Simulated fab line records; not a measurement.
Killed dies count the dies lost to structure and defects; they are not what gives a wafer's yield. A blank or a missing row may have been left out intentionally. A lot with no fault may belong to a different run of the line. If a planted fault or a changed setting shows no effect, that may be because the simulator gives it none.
fab line records    flow n5Finfet    part 2 of 2: steps 30 to 35 of 35
record: lots: 5  wafers: 15  lastDay: 19
route steps=1938 shown BEOL_M1@828 BEOL_M2@841
lots with no fault: from the same line, run without faults
startH: hours from the record's opening day to when the first of the lot's shown wafers began    waitH: hours elapsed since this lot's preceding step    " same as the row above    L1.1+2: one row covering several wafers at once    - either no value or no given start    * or withheld: withheld    < > ~ a bound
route shown NAME@n: a module of which the file shows steps, and the number in the route of the first    usual: mean/standard deviation of fault-free wafers    same: alike in all rows    chamber/n: place in a boat    sites: readings site by site    _std_site: the values' standard deviation    _edge_site: outer sites' mean less inner sites'    radiusMm: for every site, how far away it sits from the centre of the wafer    mask NAME#n: copy n    behind: the last tool/chamber to shape the wafer    hold: why the lot went on hold/how many hours it stayed there/how the hold came to an end    device: whichever transistor did not switch (one of n, p or np)    end of line: the same wafers' tests at the end of the route    a step given without rows: its recipe and nothing more    killed: at the first sort, the dies lost to defects and structure; wafer yield is something else    map: a wafer's dies, x killed, . not, _ none there
set.NAME: the run value of the setting; set.NAME@STEP: its run value at that earlier step    model.NAME: the simulator's own value behind a step, which no gauge read
certain route steps with their lots: each step a table, each wafer a row
services: when a tool's chamber went out of use (startH, in hours from the record's first day, below 0 if earlier), for how many hours, and the reason
== steps ==
step: N5_BEOL_M2_DESCUM_16
recipe: chemistry: O2  timeS: 7  sourcePowerW: 50  biasPowerW: 20  pressureMtorr: 20  rfFrequencyHz: 2.712e+07  tempC: 40  resist: CAR-EUV  o2FlowSccm: 225
usual: drypumpMotorCurrentA: 5.6/0.55  oesProductAu: 0.78/0.083  rfVppV: 243.1/1.2  showerheadPlenumPTorr: 2.09/0.063  throttleValvePct: 20.32/0.27
lot.wafer  tool        chamber  startH  waitH  drypumpMotorCurrentA  oesProductAu  rfHoursCounterH  rfVppV  showerheadPlenumPTorr  throttleValvePct
L074.2     rieDiel-06  1        135.62  0.0    6.4                   0.87          60               243.3   2.13                   19.96
L074.3     "           0        "       "      5.3                   0.76          162              242.0   2.15                   20.41
L074.4     "           3        "       "      4.8                   0.94          17               243.8   2.06                   19.93
L076.1     rieDiel-02  3        150.68  0.0    5.3                   0.67          240              245.1   2.16                   20.83
L076.2     "           0        "       "      6.2                   0.69          209              244.5   2.18                   20.97
L076.3     "           2        "       "      5.1                   0.69          184              246.9   2.17                   20.60
L078.1     rieDiel-05  3        163.86  0.2    5.6                   0.70          230              244.7   2.17                   20.58
L078.2     "           1        "       "      4.9                   0.71          179              244.0   2.09                   20.17
L078.3     "           2        "       "      5.9                   0.85          51               242.3   2.05                   20.24
L087.3     rieDiel-02  3        235.94  0.4    5.3                   0.93          13               243.6   2.16                   20.74
L087.5     "           1        "       "      5.7                   0.74          -                242.9   2.11                   20.84
L087.6     "           2        "       "      5.1                   0.69          -                244.9   2.16                   20.65
L097.2     rieDiel-05  0        285.19  0.0    6.3                   0.76          161              243.2   1.97                   20.13
L097.3     "           3        "       "      5.6                   0.96          10               244.9   2.16                   20.22
L097.6     "           3        "       "      5.6                   0.96          -                244.8   2.16                   20.22
step: N5_BEOL_M2_ETCH_74
recipe: chemistry: N2/H2  target: underlayer  targetDepthA: 65  maskMaterial: CAR-EUV  timeS: 5.2  ionEnergyEv: 200  pressureMtorr: 30  sourceW: 840  biasW: 150  n2FlowSccm: 200  h2FlowSccm: 200  ends: cleared
usual: drypumpMotorCurrentA: 5.6/0.54  etchRfOnTimeS: 5.34/0.2  oesProductAu: 0.66/0.072  rfVppV: 523.8/2.1  showerheadPlenumPTorr: 2.53/0.073  throttleValvePct: 17.73/0.28
lot.wafer  tool        chamber  startH  waitH  drypumpMotorCurrentA  etchRfOnTimeS  oesProductAu  rfHoursCounterH  rfVppV  showerheadPlenumPTorr  throttleValvePct
L074.2     rieDiel-06  1        135.66  0.0    6.4                   5.15           0.73          60               524.5   2.60                   17.55
L074.3     "           0        "       "      5.3                   5.35           0.64          162              525.5   2.63                   17.99
L074.4     "           3        "       "      4.8                   5.38           0.78          17               522.3   2.50                   17.32
L076.1     rieDiel-02  3        150.71  0.0    5.3                   5.39           0.57          240              524.4   2.60                   18.09
L076.2     "           0        "       "      6.1                   5.33           0.60          209              525.6   2.62                   18.22
L076.3     "           2        "       "      5.1                   5.05           0.62          184              527.5   2.66                   18.34
L078.1     rieDiel-05  3        163.90  0.0    5.6                   5.18           0.60          230              527.8   2.61                   17.82
L078.2     "           1        "       "      4.9                   5.71           0.59          179              523.8   2.54                   17.67
L078.3     "           2        "       "      6.0                   5.44           0.72          51               523.1   2.47                   17.48
L087.3     rieDiel-02  3        235.98  0.0    5.3                   5.03           0.79          13               525.5   2.59                   17.87
L087.5     "           1        "       "      5.8                   5.20           0.64          -                524.4   2.55                   18.28
L087.6     "           2        "       "      5.1                   5.03           0.61          -                526.8   2.65                   18.37
L097.2     rieDiel-05  0        285.22  0.0    6.3                   5.23           0.64          161              522.3   2.41                   17.60
L097.3     "           3        "       "      5.6                   5.14           0.83          10               526.8   2.59                   17.38
L097.6     "           3        "       "      5.6                   5.13           0.81          -                525.4   2.59                   17.43
step: N5_BEOL_M2_ETCH_63
recipe: chemistry: CF4  target: SiARC  targetDepthA: 156  maskMaterial: CAR-EUV  timeS: 26  ionEnergyEv: 80  pressureMtorr: 40  sourceW: 545  biasW: 36  Ar_flow_sccm: 100  cf4FlowSccm: 100  ends: cleared
usual: drypumpMotorCurrentA: 5.6/0.54  etchRfOnTimeS: 26.5/0.95  oesProductAu: 0.66/0.073  rfVppV: 183.9/1  showerheadPlenumPTorr: 2.14/0.047  throttleValvePct: 15.54/0.24
lot.wafer  tool        chamber  startH  waitH  drypumpMotorCurrentA  etchRfOnTimeS  oesProductAu  rfHoursCounterH  rfVppV  showerheadPlenumPTorr  throttleValvePct
L074.2     rieDiel-06  1        135.68  0.0    6.4                   25.1           0.73          60               183.3   2.15                   15.00
L074.3     "           0        "       "      5.3                   26.2           0.65          162              183.8   2.22                   15.79
L074.4     "           3        "       "      4.8                   26.6           0.77          17               184.8   2.10                   15.07
L076.1     rieDiel-02  3        150.73  0.0    5.3                   26.6           0.58          240              184.1   2.20                   16.08
L076.2     "           0        "       "      6.2                   26.9           0.60          209              184.4   2.20                   15.97
L076.3     "           2        "       "      5.1                   25.4           0.62          184              184.2   2.21                   15.71
L078.1     rieDiel-05  3        163.91  0.0    5.6                   25.8           0.60          230              184.5   2.20                   15.70
L078.2     "           1        "       "      4.9                   28.3           0.58          179              184.5   2.14                   15.48
L078.3     "           2        "       "      5.9                   26.7           0.72          51               184.4   2.10                   15.38
L087.3     rieDiel-02  3        235.99  0.0    5.3                   25.0           0.79          13               184.2   2.20                   15.70
L087.5     "           1        "       "      5.8                   25.9           0.65          -                183.9   2.13                   15.81
L087.6     "           2        "       "      5.1                   25.2           0.60          -                183.4   2.20                   15.77
L097.2     rieDiel-05  0        285.24  0.0    6.3                   25.8           0.65          161              182.8   2.06                   15.63
L097.3     "           3        "       "      5.6                   25.4           0.83          10               185.3   2.19                   15.29
L097.6     "           3        "       "      5.6                   25.4           0.83          -                184.4   2.19                   15.28
step: N5_BEOL_M2_ETCH_64
recipe: chemistry: N2/H2  target: SOC  targetDepthA: 750  overetchA: 225  maskMaterial: SiARC  tempC: 40  timeS: 121.9  ionEnergyEv: 200  pressureMtorr: 30  sourceW: 840  biasW: 150  n2FlowSccm: 200  h2FlowSccm: 200
usual: drypumpMotorCurrentA: 5.6/0.55  oesProductAu: 0.59/0.058  rfVppV: 523.7/2  showerheadPlenumPTorr: 2.53/0.073  throttleValvePct: 17.69/0.28
lot.wafer  tool        chamber  startH  waitH  drypumpMotorCurrentA  oesProductAu  rfHoursCounterH  rfVppV  showerheadPlenumPTorr  throttleValvePct
L074.2     rieDiel-06  1        135.70  0.0    6.5                   0.64          60               524.9   2.60                   17.50
L074.3     "           0        "       "      5.3                   0.58          162              526.0   2.63                   17.95
L074.4     "           3        "       "      4.8                   0.70          17               522.9   2.49                   17.32
L076.1     rieDiel-02  3        150.76  0.0    5.3                   0.53          240              525.6   2.60                   18.05
L076.2     "           0        "       "      6.1                   0.54          209              524.9   2.62                   18.18
L076.3     "           2        "       "      5.1                   0.54          184              527.8   2.66                   18.27
L078.1     rieDiel-05  3        163.94  0.0    5.6                   0.54          230              525.9   2.61                   17.77
L078.2     "           1        "       "      4.9                   0.54          179              524.4   2.54                   17.65
L078.3     "           2        "       "      5.9                   0.66          51               521.4   2.47                   17.45
L087.3     rieDiel-02  3        236.02  0.0    5.3                   0.69          13               526.7   2.59                   17.84
L087.5     "           1        "       "      5.8                   0.57          -                525.0   2.55                   18.26
L087.6     "           2        "       "      5.1                   0.53          -                526.1   2.65                   18.32
L097.2     rieDiel-05  0        285.26  0.0    6.3                   0.58          161              520.5   2.40                   17.56
L097.3     "           3        "       "      5.6                   0.73          10               525.4   2.59                   17.39
L097.6     "           3        "       "      5.7                   0.72          -                526.6   2.59                   17.36
step: N5_BEOL_M2_STRIP_65
recipe: chemistry: N2/H2  tempC: 40  n2FlowSccm: 200  h2FlowSccm: 200  rfFrequencyHz: 6e+07
lot.wafer   tool        chamber  startH  waitH
L074.2+3+4  rieDiel-06  1,0,3    135.82  0.1
L076.1+2+3  rieDiel-02  3,0,2    150.87  0.1
L078.1+2+3  rieDiel-05  3,1,2    164.05  0.1
L087.3+5+6  rieDiel-02  3,1,2    236.13  0.1
L097.2+3+6  rieDiel-05  0,3,3    285.38  0.1
step: N5_BEOL_M2_STRIP_75
recipe: chemistry: N2/H2  tempC: 40  n2FlowSccm: 200  h2FlowSccm: 200  rfFrequencyHz: 6e+07
lot.wafer   tool        chamber  startH  waitH
L074.2+3+4  rieDiel-06  1,0,3    135.83  0.0
L076.1+2+3  rieDiel-02  3,0,2    150.88  0.0
L078.1+2+3  rieDiel-05  3,1,2    164.06  0.0
L087.3+5+6  rieDiel-02  3,1,2    236.14  0.0
L097.2+3+6  rieDiel-05  0,3,3    285.39  0.0
== services ==
tool           chamber  startH  hours  kind
pecvd-02       -        114.96  5.5    pm
rieDiel-05     1        121.32  1.8    repair
pecvd-04       -        125.96  1.0    repair
pvdSputter-02  -        146.23  1.1    repair
euvScanner-02  -        153.76  1.0    repair
cmp-02         -        157.98  0.8    repair
euvScanner-02  -        160.28  1.0    pm
rieDiel-06     1        173.12  2.4    repair
rieDiel-06     0        174.16  8.3    repair
pecvd-03       0        179.35  5.6    repair
cvdCo-01       -        180.76  4.3    pm
pecvd-03       -        190.15  1.2    repair
pecvd-02       0        204.42  9.0    repair
rieDiel-05     3        211.18  8.2    repair
pecvd-04       2        215.90  3.4    repair
pecvd-03       0        228.65  2.3    repair
pecvd-04       2        228.99  4.0    repair
pecvd-02       1        230.84  14.9   repair
rieDiel-05     1        231.51  7.3    repair
cmp-02         -        239.43  4.0    pm
cmp-02         -        255.34  0.7    repair
rieDiel-02     0        271.52  9.9    repair
cmp-02         -        273.64  5.6    pm
cvdCo-01       -        274.33  0.4    repair
